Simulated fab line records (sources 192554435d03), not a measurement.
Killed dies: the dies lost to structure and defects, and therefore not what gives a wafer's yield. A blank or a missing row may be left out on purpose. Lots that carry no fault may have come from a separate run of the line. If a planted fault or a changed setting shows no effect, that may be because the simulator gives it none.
Which of the tools did it?	flow n5-finfet	24 lots with 72 wafers sampled at 6 steps, on a route of 1938 steps

## WHAT THE GAUGES SHOWED, per wafer
N5_START_INSPECT_01: inspects for defects (unpatterned scan). Usual: raw-defect-count at 5.6, with a standard deviation of 2.3.
lot	measured	on	raw-defect-count	flag
L074	day 1 12:02	defect-inspect-01	9 3 4	
L075	day 1 18:02	defect-inspect-02	4 5 6	
L076	day 2 00:02	defect-inspect-01	9 8 6	
L077	day 2 06:02	defect-inspect-01	6 9 6	
L078	day 2 12:02	defect-inspect-01	1 4 5	
L079	day 2 18:02	defect-inspect-02	13 3 7	
L080	day 3 00:02	defect-inspect-01	5 4 3	
L081	day 3 06:02	defect-inspect-01	2 8 9	
L082	day 3 12:02	defect-inspect-02	7 4 8	
L083	day 3 18:02	defect-inspect-01	6 4 11	
L084	day 4 00:02	defect-inspect-01	3 7 7	
L085	day 4 06:02	defect-inspect-01	6 1 6	
L086	day 4 12:02	defect-inspect-01	7 7 4	
L087	day 4 18:02	defect-inspect-02	8 4 5	
L088	day 5 00:02	defect-inspect-01	5 5 4	
L089	day 5 06:02	defect-inspect-01	3 8 3	
L090	day 5 12:02	defect-inspect-01	6 5 9	
L091	day 5 18:02	defect-inspect-01	8 2 2	
L092	day 6 00:02	defect-inspect-01	7 6 4	
L093	day 6 06:02	defect-inspect-02	7 5 4	
L094	day 6 12:02	defect-inspect-02	5 7 5	
L095	day 6 18:02	defect-inspect-01	8 6 6	
L096	day 7 00:02	defect-inspect-01	10 1 7	
L097	day 7 06:02	defect-inspect-02	6 2 5	

N5_WELL_APT_INSPECT_10: inspects for defects (macro). Usual: raw-defect-count at 2.1, with a standard deviation of 1.3.
lot	measured	on	raw-defect-count	flag
L074	day 1 13:44	defect-inspect-01	1 3 1	
L075	day 1 19:44	defect-inspect-01	4 1 3	
L076	day 2 01:44	defect-inspect-02	2 2 1	
L077	day 2 07:38	defect-inspect-01	1 0 4	
L078	day 2 13:59	defect-inspect-02	0 1 3	
L079	day 2 19:46	defect-inspect-01	2 4 2	
L080	day 3 01:53	defect-inspect-02	0 2 3	
L081	day 3 07:37	defect-inspect-02	2 4 1	
L082	day 3 13:37	defect-inspect-01	2 1 2	
L083	day 3 19:37	defect-inspect-01	3 2 2	
L084	day 4 01:46	defect-inspect-01	1 1 2	
L085	day 4 07:47	defect-inspect-01	3 2 3	
L086	day 4 14:25	defect-inspect-01	1 2 4	
L087	day 4 19:56	defect-inspect-01	1 2 1	
L088	day 5 01:49	defect-inspect-02	1 3 1	
L089	day 5 07:51	defect-inspect-02	3 1 1	
L090	day 5 13:37	defect-inspect-01	2 2 0	
L091	day 5 19:37	defect-inspect-02	2 1 3	
L092	day 6 02:45	defect-inspect-01	3 2 3	
L093	day 6 08:04	defect-inspect-02	3 1 2	
L094	day 6 14:28	defect-inspect-01	3 3 1	
L095	day 6 21:34	defect-inspect-01	3 1 2	
L096	day 7 02:37	defect-inspect-01	1 3 0	
L097	day 7 07:37	defect-inspect-02	0 2 2	

N5_FIN_SAQP_CD_MEAS_31: the cd target is 8 nm. Usual: cd-nm at 8.09 nm, with a standard deviation of 0.2.
lot	measured	on	cd-nm (nm)	flag
L074	day 2 01:47	cd-sem-01	8.19 8.22 7.87	
L075	day 2 07:05	cd-sem-03	8.01 8.33 8.54	
L076	day 2 14:06	cd-sem-02	8.04 7.70 7.91	
L077	day 2 20:37	cd-sem-02	7.89 7.93 8.23	
L078	day 3 02:17	cd-sem-02	8.27 8.17 8.03	
L079	day 3 07:40	cd-sem-02	8.08 8.11 8.06	
L080	day 3 12:54	cd-sem-01	7.95 8.51 7.91	
L081	day 3 19:10	cd-sem-02	8.19 8.09 7.99	
L082	day 4 02:59	cd-sem-01	8.09 8.47 7.97	
L083	day 4 07:24	cd-sem-02	8.06 7.92 8.45	
L084	day 4 13:41	cd-sem-02	7.65 8.09 7.76	
L085	day 4 19:41	cd-sem-01	8.11 7.89 8.12	
L086	day 5 06:05	cd-sem-01	7.97 8.14 8.19	
L087	day 5 09:02	cd-sem-03	7.84 7.88 8.25	
L088	day 5 14:18	cd-sem-01	8.01 8.12 8.32	
L089	day 5 22:40	cd-sem-03	8.10 8.01 7.93	
L090	day 6 02:43	cd-sem-01	8.24 7.98 8.15	
L091	day 6 09:08	cd-sem-02	8.35 8.36 8.05	
L092	day 6 14:28	cd-sem-01	7.91 8.03 8.33	
L093	day 6 21:37	cd-sem-02	8.10 7.82 7.93	
L094	day 7 04:28	cd-sem-01	8.19 8.22 8.29	
L095	day 7 10:15	cd-sem-03	8.62 8.32 8.23	
L096	day 7 16:37	cd-sem-01	8.24 8.05 8.28	
L097	day 7 20:17	cd-sem-02	7.81 8.15 7.99	

N5_FIN_SAQP_INSPECT_40: inspects for defects (brightfield). Usual: raw-defect-count at 230, with a standard deviation of 59.
lot	measured	on	raw-defect-count	flag
L074	day 2 02:23	defect-inspect-01	190 160 271	
L075	day 2 07:46	defect-inspect-01	146 251 252	
L076	day 2 14:41	defect-inspect-01	205 271 333	
L077	day 2 21:12	defect-inspect-01	257 228 249	
L078	day 3 02:52	defect-inspect-01	217 249 357	
L079	day 3 08:15	defect-inspect-01	282 274 198	
L080	day 3 13:34	defect-inspect-02	253 182 265	
L081	day 3 19:44	defect-inspect-02	258 179 337	
L082	day 4 03:41	defect-inspect-02	193 137 164	
L083	day 4 07:59	defect-inspect-01	243 155 209	
L084	day 4 14:17	defect-inspect-02	298 211 328	
L085	day 4 20:17	defect-inspect-01	126 102 196	
L086	day 5 06:48	defect-inspect-02	276 218 170	
L087	day 5 09:38	defect-inspect-02	204 361 323	
L088	day 5 14:55	defect-inspect-02	218 239 176	
L089	day 5 23:28	defect-inspect-01	162 277 249	
L090	day 6 03:26	defect-inspect-01	280 297 494	
L091	day 6 09:43	defect-inspect-01	186 202 194	
L092	day 6 15:07	defect-inspect-01	235 200 233	
L093	day 6 22:12	defect-inspect-01	102 202 185	
L094	day 7 05:06	defect-inspect-02	260 223 182	
L095	day 7 11:13	defect-inspect-02	256 182 257	
L096	day 7 17:19	defect-inspect-02	252 195 296	
L097	day 7 20:52	defect-inspect-01	261 292 176	

N5_FIN_CUT_INSPECT_10: inspects for defects (brightfield). Usual: raw-defect-count at 40, with a standard deviation of 11.
lot	measured	on	raw-defect-count	flag
L074	day 2 02:53	defect-inspect-01	42 32 44	
L075	day 2 08:17	defect-inspect-01	25 49 42	
L076	day 2 15:11	defect-inspect-02	36 44 61	
L077	day 2 21:35	defect-inspect-01	46 39 30	
L078	day 3 03:23	defect-inspect-02	37 53 60	
L079	day 3 08:38	defect-inspect-02	43 47 44	
L080	day 3 13:58	defect-inspect-01	39 40 35	
L081	day 3 20:16	defect-inspect-01	36 29 46	
L082	day 4 04:12	defect-inspect-01	34 32 41	
L083	day 4 08:23	defect-inspect-02	62 36 41	
L084	day 4 14:41	defect-inspect-01	42 39 40	
L085	day 4 20:48	defect-inspect-02	26 22 48	
L086	day 5 07:11	defect-inspect-01	32 24 23	
L087	day 5 10:09	defect-inspect-02	37 56 69	
L088	day 5 15:18	defect-inspect-02	49 34 33	
L089	day 5 23:59	defect-inspect-02	24 42 25	
L090	day 6 03:49	defect-inspect-02	57 58 72	
L091	day 6 10:06	defect-inspect-02	47 31 30	
L092	day 6 15:30	defect-inspect-01	41 27 38	
L093	day 6 22:43	defect-inspect-01	24 36 24	
L094	day 7 05:29	defect-inspect-01	31 36 26	
L095	day 7 11:37	defect-inspect-02	58 36 34	
L096	day 7 17:50	defect-inspect-01	36 35 41	
L097	day 7 21:23	defect-inspect-02	41 56 38	

## WHAT TOOL EACH LOT RAN ON (gives the tool, then ch and the chambers of the sampled wafers, and finally the start)
lot	N5_PMOS_HMC_CHANNEL_EPI_FIN_RECESS_16
L074	rie-si-06 ch 1,3, day 1 17:40
L075	rie-si-06 ch 0,1,3, day 1 23:42
L076	rie-si-02 ch 0,1,3, day 2 05:31
L077	rie-si-04 ch 2,3, day 2 12:20
L078	rie-si-06 ch 0,2,3, day 2 17:59
L079	rie-si-06 ch 0,1,3, day 3 00:11
L080	rie-si-04 ch 0,1,3, day 3 05:46
L081	rie-si-04 ch 0,1,3, day 3 11:35
L082	rie-si-06 ch 0,2,3, day 3 18:19
L083	rie-si-02 ch 1,2,3, day 3 23:47
L084	rie-si-06 ch 0,1,2, day 4 05:41
L085	rie-si-02 ch 0,2,3, day 4 11:35
L086	rie-si-02 ch 0,1,3, day 4 18:35
L087	rie-si-06 ch 1,3, day 5 00:18
L088	rie-si-06 ch 2, day 5 06:01
L089	rie-si-02 ch 0,1, day 5 12:35
L090	rie-si-02 ch 0,2, day 5 18:10
L091	rie-si-02 ch 0,1,2, day 6 01:21
L092	rie-si-02 ch 1,2,3, day 6 07:02
L093	rie-si-04 ch 1,2,3, day 6 13:16
L094	rie-si-06 ch 0,2,3, day 6 20:30
L095	rie-si-02 ch 1,2,3, day 7 02:08
L096	rie-si-02 ch 1,2,3, day 7 06:59
L097	rie-si-02 ch 1,2,3, day 7 12:38
- N5_PMOS_HMC_CHANNEL_EPI_FIN_RECESS_16: chemistry HBr/Cl2, target Si, target depth 54 nm, time 18 s.

## AS READ BY THE TOOLS THEMSELVES (means over the sampled wafers that have a number; for cases with no such wafer, the mark the record gives instead)
N5_PMOS_HMC_CHANNEL_EPI_FIN_RECESS_16. Usual: drypump-motor-current-A 5.8 A, standard deviation 0.41; oes-product-au 1.003 a.u., standard deviation 0.021; throttle-valve-pct 35.5 %, standard deviation 0.39.
lot	tool	drypump-motor-current-A (A)	oes-product-au (a.u.)	throttle-valve-pct (%)	flag
L074	rie-si-06	5.6	0.982	35.8	
L075	rie-si-06	5.8	0.980	35.9	
L076	rie-si-02	6.2	1.009	35.5	
L077	rie-si-04	5.9	0.999	35.2	
L078	rie-si-06	5.6	0.986	35.9	
L079	rie-si-06	5.8	0.980	35.9	
L080	rie-si-04	5.7	1.005	35.3	
L081	rie-si-04	5.7	0.994	35.3	
L082	rie-si-06	5.6	0.982	35.9	
L083	rie-si-02	6.2	1.004	35.4	
L084	rie-si-06	5.6	0.984	35.8	
L085	rie-si-02	6.0	1.024	35.4	
L086	rie-si-02	6.2	1.007	35.5	
L087	rie-si-06	5.6	0.980	35.8	
L088	rie-si-06	5.1	1.028	35.6	
L089	rie-si-02	6.3	0.994	35.2	
L090	rie-si-02	5.9	1.022	35.0	
L091	rie-si-02	6.1	1.016	35.1	
L092	rie-si-02	6.2	0.996	35.4	
L093	rie-si-04	5.7	1.012	35.1	
L094	rie-si-06	5.6	0.994	35.8	
L095	rie-si-02	6.2	1.003	35.4	
L096	rie-si-02	6.2	1.009	35.4	
L097	rie-si-02	6.2	1.007	35.4	

## THE ANSWER, worked out from the rows above alone
Rule: lot off if the mean of its wafers having a number is beyond 3 standard deviations from the usual mean. A lot without any number at a reading at which 4 lots or more have one is off too. Any other lot the step has rows for is counted as sound. After the gauges, taken in route order, come the tools' own readings; for these a lot's mean is taken, as printed above. The first step at which some lot is off is used, and at that step the reading that is off furthest; a lot without a number counts as furthest.
No lot is off at any reading shown: from this, nothing can be told.

## WHAT THE SIMULATOR HAD INSERTED
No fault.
